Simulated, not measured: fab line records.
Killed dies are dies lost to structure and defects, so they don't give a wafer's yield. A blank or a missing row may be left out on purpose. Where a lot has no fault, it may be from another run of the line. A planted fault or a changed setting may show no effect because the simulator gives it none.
Chamber matching + flow n5 finfet + N5_BEOL_M14_DEP_53 on pecvd-03 has 3 sister chambers
The step deposits SiCN from 3MS/NH3, target thk 50 nm, time 17.8 s. 3 wafers are shown with their chamber, then 12 later ones without.

## WAFERS PAIRED WITH THEIR CHAMBERS
| wafer  | chamber | throttle valve pct (%) |
|--------|---------|------------------------|
| L087.6 | 2       | 17.9                   |
| L090.5 | 0       | 18.6                   |
| L090.6 | 1       | 20.1                   |

## WAFERS MISSING THEIR CHAMBER
| wafer  | throttle valve pct (%) |
|--------|------------------------|
| L089.1 | 18.3                   |
| L089.2 | 18.0                   |
| L089.6 | 18.6                   |
| L091.1 | 18.7                   |
| L091.5 | 18.2                   |
| L091.6 | 19.0                   |
| L094.2 | 18.4                   |
| L094.4 | 20.3                   |
| L094.6 | 18.9                   |
| L096.1 | 18.1                   |
| L096.5 | 18.9                   |
| L096.6 | 18.2                   |

## EACH ONE'S CHAMBER
| wafer  | from the rows above     | in truth |
|--------|-------------------------|----------|
| L089.1 | can't be placed: 0 or 2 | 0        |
| L089.2 | 2                       | 2        |
| L089.6 | 0                       | 0        |
| L091.1 | 0                       | 0        |
| L091.5 | can't be placed: 2 or 0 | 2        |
| L091.6 | 0                       | 0        |
| L094.2 | can't be placed: 0 or 2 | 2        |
| L094.4 | 1                       | 1        |
| L094.6 | 0                       | 0        |
| L096.1 | can't be placed: 2 or 0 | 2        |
| L096.5 | 0                       | 0        |
| L096.6 | can't be placed: 2 or 0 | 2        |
7 of 12 placed correctly. These rows do not allow placing 5 (true chamber among the candidates in 5). Wrongly placed: 0.
How it was worked out, from the rows above alone: a wafer's distance from a chamber is the root of the sum, over the readings, of the square of ((its reading less the chamber's mean) divided by the reading's scatter). If the next closest chamber is less than 2 further off than the closest, the wafer can't be placed; otherwise it belongs to the closest. A chamber's mean is the mean of its shown wafers. The scatter (one wafer shown for each chamber): square how far every hidden wafer sits from the nearest shown wafer, average those squares and take the square root.
